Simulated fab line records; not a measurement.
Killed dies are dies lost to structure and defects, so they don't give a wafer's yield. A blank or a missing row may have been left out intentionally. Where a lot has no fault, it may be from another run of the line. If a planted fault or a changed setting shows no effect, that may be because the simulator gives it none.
Matching of chambers / flow nand-harc / NHARC_A_BLC_DESCUM_15 on rie-diel-13: 4 sister chambers
The step chemistry O2, time 3 s. 18 wafers are shown with their chamber, then 9 later ones without.

== WAFERS PAIRED WITH THEIR CHAMBERS ==
wafer=L077.1; chamber=1; drypump-motor-current-A (A)=5.2; oes-product-au (a.u.)=0.991; rf-vpp-V (V)=56.5
wafer=L077.5; chamber=0; drypump-motor-current-A (A)=6.5; oes-product-au (a.u.)=0.989; rf-vpp-V (V)=57.5
wafer=L077.6; chamber=3; drypump-motor-current-A (A)=4.9; oes-product-au (a.u.)=1.008; rf-vpp-V (V)=56.8
wafer=L080.1; chamber=0; drypump-motor-current-A (A)=6.5; oes-product-au (a.u.)=1.003; rf-vpp-V (V)=58.2
wafer=L080.4; chamber=1; drypump-motor-current-A (A)=5.2; oes-product-au (a.u.)=1.007; rf-vpp-V (V)=58.0
wafer=L080.6; chamber=0; drypump-motor-current-A (A)=6.5; oes-product-au (a.u.)=0.993; rf-vpp-V (V)=56.6
wafer=L081.1; chamber=2; drypump-motor-current-A (A)=5.7; oes-product-au (a.u.)=0.999; rf-vpp-V (V)=56.6
wafer=L081.3; chamber=0; drypump-motor-current-A (A)=6.5; oes-product-au (a.u.)=0.988; rf-vpp-V (V)=57.0
wafer=L081.6; chamber=0; drypump-motor-current-A (A)=6.5; oes-product-au (a.u.)=0.996; rf-vpp-V (V)=58.3
wafer=L082.1; chamber=2; drypump-motor-current-A (A)=5.7; oes-product-au (a.u.)=1.001; rf-vpp-V (V)=57.6
wafer=L082.2; chamber=1; drypump-motor-current-A (A)=5.2; oes-product-au (a.u.)=0.998; rf-vpp-V (V)=57.5
wafer=L082.4; chamber=3; drypump-motor-current-A (A)=4.9; oes-product-au (a.u.)=1.002; rf-vpp-V (V)=57.0
wafer=L084.2; chamber=2; drypump-motor-current-A (A)=5.7; oes-product-au (a.u.)=1.010; rf-vpp-V (V)=58.5
wafer=L084.3; chamber=1; drypump-motor-current-A (A)=5.2; oes-product-au (a.u.)=1.005; rf-vpp-V (V)=57.6
wafer=L084.5; chamber=3; drypump-motor-current-A (A)=5.0; oes-product-au (a.u.)=1.009; rf-vpp-V (V)=56.4
wafer=L085.2; chamber=3; drypump-motor-current-A (A)=4.9; oes-product-au (a.u.)=1.003; rf-vpp-V (V)=58.0
wafer=L085.4; chamber=2; drypump-motor-current-A (A)=5.7; oes-product-au (a.u.)=1.016; rf-vpp-V (V)=57.9
wafer=L085.5; chamber=2; drypump-motor-current-A (A)=5.7; oes-product-au (a.u.)=1.016; rf-vpp-V (V)=57.3

SIGNATURES (means of the wafers above)
reading=drypump-motor-current-A; chamber 0=6.500; chamber 1=5.200; chamber 2=5.700; chamber 3=4.925; scatter within a chamber=0.0231
reading=oes-product-au; chamber 0=0.99380; chamber 1=1.00025; chamber 2=1.00840; chamber 3=1.00550; scatter within a chamber=0.00657
reading=rf-vpp-V; chamber 0=57.520; chamber 1=57.400; chamber 2=57.580; chamber 3=57.050; scatter within a chamber=0.696
Rule: for a wafer and a chamber, the distance is found by dividing, reading by reading, the gap between the wafer's reading and the chamber's mean by the reading's scatter, squaring, summing and taking the root. If the next closest chamber is less than 2 further off than the closest, the wafer can't be placed; otherwise it belongs to the closest. The scatter: the root of (the sum of the squares of (reading less its chamber's mean) over the shown wafers, divided by (wafers less chambers)).

== WAFERS WITHOUT THEIR CHAMBER ==
wafer=L087.4; drypump-motor-current-A (A)=6.5; oes-product-au (a.u.)=0.994; rf-vpp-V (V)=55.1
wafer=L087.5; drypump-motor-current-A (A)=6.5; oes-product-au (a.u.)=0.984; rf-vpp-V (V)=57.3
wafer=L087.6; drypump-motor-current-A (A)=4.9; oes-product-au (a.u.)=1.007; rf-vpp-V (V)=56.2
wafer=L094.1; drypump-motor-current-A (A)=5.2; oes-product-au (a.u.)=0.996; rf-vpp-V (V)=56.7
wafer=L094.4; drypump-motor-current-A (A)=5.0; oes-product-au (a.u.)=1.007; rf-vpp-V (V)=59.1
wafer=L094.6; drypump-motor-current-A (A)=5.7; oes-product-au (a.u.)=0.999; rf-vpp-V (V)=56.7
wafer=L096.1; drypump-motor-current-A (A)=6.5; oes-product-au (a.u.)=0.991; rf-vpp-V (V)=56.8
wafer=L096.3; drypump-motor-current-A (A)=5.7; oes-product-au (a.u.)=0.996; rf-vpp-V (V)=56.8
wafer=L096.6; drypump-motor-current-A (A)=5.7; oes-product-au (a.u.)=0.999; rf-vpp-V (V)=56.6

== WHICH CHAMBER EACH WENT THROUGH ==
wafer=L087.4; from the rows above=0; in truth=0
wafer=L087.5; from the rows above=0; in truth=0
wafer=L087.6; from the rows above=3; in truth=3
wafer=L094.1; from the rows above=1; in truth=1
wafer=L094.4; from the rows above=3; in truth=3
wafer=L094.6; from the rows above=2; in truth=2
wafer=L096.1; from the rows above=0; in truth=0
wafer=L096.3; from the rows above=2; in truth=2
wafer=L096.6; from the rows above=2; in truth=2
Placed correctly: 9 of 9. Not placeable from these rows: 0. Wrongly placed: 0.
